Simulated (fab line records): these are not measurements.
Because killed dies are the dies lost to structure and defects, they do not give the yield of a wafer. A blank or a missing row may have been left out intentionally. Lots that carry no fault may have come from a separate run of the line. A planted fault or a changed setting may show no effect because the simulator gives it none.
Matching of chambers / flow n5Finfet / N5_BEOL_M1_PRE_CLEAN_60 on cvdCo-01 has 3 sister chambers
The step time 15 s. 24 wafers are shown with their chamber, then 12 later ones without.

## WAFERS WITH THEIR CHAMBER
wafer=L074.1; chamber=0; heaterPowerW (W)=96
wafer=L074.3; chamber=1; heaterPowerW (W)=71
wafer=L074.5; chamber=1; heaterPowerW (W)=72
wafer=L075.2; chamber=1; heaterPowerW (W)=71
wafer=L075.4; chamber=1; heaterPowerW (W)=71
wafer=L075.5; chamber=0; heaterPowerW (W)=95
wafer=L076.4; chamber=0; heaterPowerW (W)=99
wafer=L076.5; chamber=2; heaterPowerW (W)=90
wafer=L076.6; chamber=1; heaterPowerW (W)=72
wafer=L080.3; chamber=2; heaterPowerW (W)=94
wafer=L080.4; chamber=2; heaterPowerW (W)=94
wafer=L080.5; chamber=0; heaterPowerW (W)=100
wafer=L084.4; chamber=2; heaterPowerW (W)=91
wafer=L084.5; chamber=1; heaterPowerW (W)=72
wafer=L084.6; chamber=0; heaterPowerW (W)=98
wafer=L086.3; chamber=0; heaterPowerW (W)=98
wafer=L086.5; chamber=2; heaterPowerW (W)=92
wafer=L086.6; chamber=1; heaterPowerW (W)=71
wafer=L087.2; chamber=0; heaterPowerW (W)=97
wafer=L087.4; chamber=2; heaterPowerW (W)=91
wafer=L087.6; chamber=1; heaterPowerW (W)=72
wafer=L088.2; chamber=0; heaterPowerW (W)=96
wafer=L088.5; chamber=2; heaterPowerW (W)=94
wafer=L088.6; chamber=0; heaterPowerW (W)=99

SIGNATURES (averages over the wafers above)
reading=heaterPowerW; chamber 0=97.56; chamber 1=71.50; chamber 2=92.29; scatter within a chamber=1.41
Rule: for a wafer and a chamber, the distance is found by dividing, reading by reading, the gap between the wafer's reading and the chamber's mean by the reading's scatter, squaring, summing and taking the root. If the next closest chamber is less than 2 further off than the closest, the wafer can't be placed; otherwise it belongs to the closest. The scatter is the square root of a quotient: the sum, over the shown wafers, of each reading's squared deviation from its chamber's mean, divided by wafers minus chambers.

## WAFERS WITHOUT THEIR CHAMBER
wafer=L090.3; heaterPowerW (W)=92
wafer=L090.5; heaterPowerW (W)=98
wafer=L090.6; heaterPowerW (W)=92
wafer=L091.1; heaterPowerW (W)=72
wafer=L091.2; heaterPowerW (W)=99
wafer=L091.3; heaterPowerW (W)=91
wafer=L094.1; heaterPowerW (W)=91
wafer=L094.5; heaterPowerW (W)=100
wafer=L094.6; heaterPowerW (W)=72
wafer=L095.4; heaterPowerW (W)=93
wafer=L095.5; heaterPowerW (W)=73
wafer=L095.6; heaterPowerW (W)=98

## EACH ONE'S CHAMBER
wafer=L090.3; from the rows above=2; in truth=2
wafer=L090.5; from the rows above=0; in truth=0
wafer=L090.6; from the rows above=2; in truth=2
wafer=L091.1; from the rows above=1; in truth=1
wafer=L091.2; from the rows above=0; in truth=0
wafer=L091.3; from the rows above=2; in truth=2
wafer=L094.1; from the rows above=2; in truth=2
wafer=L094.5; from the rows above=0; in truth=0
wafer=L094.6; from the rows above=1; in truth=1
wafer=L095.4; from the rows above=2; in truth=2
wafer=L095.5; from the rows above=1; in truth=1
wafer=L095.6; from the rows above=0; in truth=0
12 of 12 placed correctly. Number that these rows cannot place: 0. Wrongly placed: 0.
